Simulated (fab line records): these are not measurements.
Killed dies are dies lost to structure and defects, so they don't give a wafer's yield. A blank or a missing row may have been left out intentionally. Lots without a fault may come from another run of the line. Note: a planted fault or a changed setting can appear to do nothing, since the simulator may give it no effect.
Split-lot trial -- flow n5_finfet -- on a route of 1938 steps: 7 lots, 21 wafers read

## THE SPLIT ITSELF
At N5_GATE_CUT_ETCH_58 (etches SiNx in CH3F/O2, target depth 17 nm, time 128.6 s), the setting source_w was moved away from the recipe's 415 W on 6 of the 21 wafers read, by -16.6% to +12.5%. This setting was run at the recipe's value on the other wafers.

The reading comes from the split's own step.

## THE READING
rf_vpp_V, in V, at N5_GATE_CUT_ETCH_58 (etches SiNx in CH3F/O2, target depth 17 nm, time 128.6 s). Fault-free wafers of this fab line usually give 99.3 V, standard deviation 0.84 V.

wafer,"tool, chamber at the split","source_w as run, W",against the recipe,"rf_vpp_V, V",against lot-mates on the recipe
L074.1,"rie_diel-05, 0",415,recipe,98.1,-
L074.2,"rie_diel-05, 3",415,recipe,100.4,-
L074.5,"rie_diel-05, 0",415,recipe,99.0,-
L075.1,"rie_diel-04, 3",415,recipe,97.8,-
L075.2,"rie_diel-04, 1",364.2,-12.2%,104.5,+6.2
L075.6,"rie_diel-04, 2",415,recipe,98.8,-
L079.4,"rie_diel-05, 0",415,recipe,98.5,-
L079.5,"rie_diel-05, 3",415,recipe,99.4,-
L079.6,"rie_diel-05, 1",415,recipe,98.4,-
L080.1,"rie_diel-04, 0",346,-16.6%,105.4,+4.6
L080.4,"rie_diel-04, 1",415,recipe,100.8,-
L080.5,"rie_diel-04, 0",346,-16.6%,104.3,+3.5
L085.1,"rie_diel-04, 3",415,recipe,99.8,-
L085.3,"rie_diel-04, 1",415,recipe,100.4,-
L085.6,"rie_diel-04, 3",466.9,+12.5%,95.4,-4.7
L087.1,"rie_diel-05, 2",384.2,-7.4%,101.5,+1.3
L087.3,"rie_diel-05, 1",415,recipe,99.7,-
L087.5,"rie_diel-05, 2",415,recipe,100.7,-
L096.1,"rie_diel-04, 0",387,-6.7%,101.1,+0.8
L096.3,"rie_diel-04, 2",415,recipe,100.9,-
L096.4,"rie_diel-04, 1",415,recipe,99.8,-

THE FIT
A straight line over all 21 wafers: rf_vpp_V changes by -0.33 V for each +1% of source_w; r = -0.92; the points scatter about the line by 0.94 V.
The same after taking each lot's own level away (the mean of its wafers on the recipe; 21 wafers): -0.302 V for each +1%; r = -0.91; scatter 0.94 V.
Per that fit: largest source_w move, reading shift of 5 V.
Across the lots, their own levels run from 98.30 to 100.80 V, a range of 3.0 times the standard deviation given above.
The two slopes agree, so the slope changes little with the lot-to-lot level.
Check: +5.02 V against its lot-mates is what the line predicts for one of the wafers moved furthest among these (-16.6%) when that wafer is left out of the fit. Against them it came out at +4.6 V.
Tool readings at the split's step, against how far the setting was moved: rf_vpp_V r = -0.92.

## THESE WAFERS: OTHER SPLITS
Other splits were also applied to these wafers ahead of the reading. Each is held against what the fit with the lots' levels taken away leaves over:
other split on the same wafers,wafers away from the commonest value,r with rf_vpp_V (lot level and that fit taken away)
N5_DUMMY_GATE_ETCH_31 target_depth_a,6,+0.29
N5_SD_EPI_N_DESCUM_14 time_s,8,-0.54
N5_HKMG_FIN_HK_ALD_01 ald_cycles,6,-0.32
N5_HKMG_FIN_EXPOSE_46 dose_mj,3,+0.27
N5_HKMG_FIN_ETCH_55 bias_w,6,+0.16

## THE WHOLE CHAIN: every reading that the file lists as answering this split, in the file's order
step,what it does,reading,change (the file's fit),r (the file's)
N5_GATE_CUT_ETCH_58,"etches SiNx in CH3F/O2, target depth 17 nm, time 128.6 s",rf_vpp_V,-0.319 V for each +1% of the setting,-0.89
N5_GATE_CUT_ETCH_58,"etches SiNx in CH3F/O2, target depth 17 nm, time 128.6 s","etch.depth_nm (the simulator's own value, which no gauge read)",+0.0865 nm for each +1% of the setting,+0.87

## FILE'S OWN FIT
rf_vpp_V changes by -0.319 V for each +1% of source_w, r = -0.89.
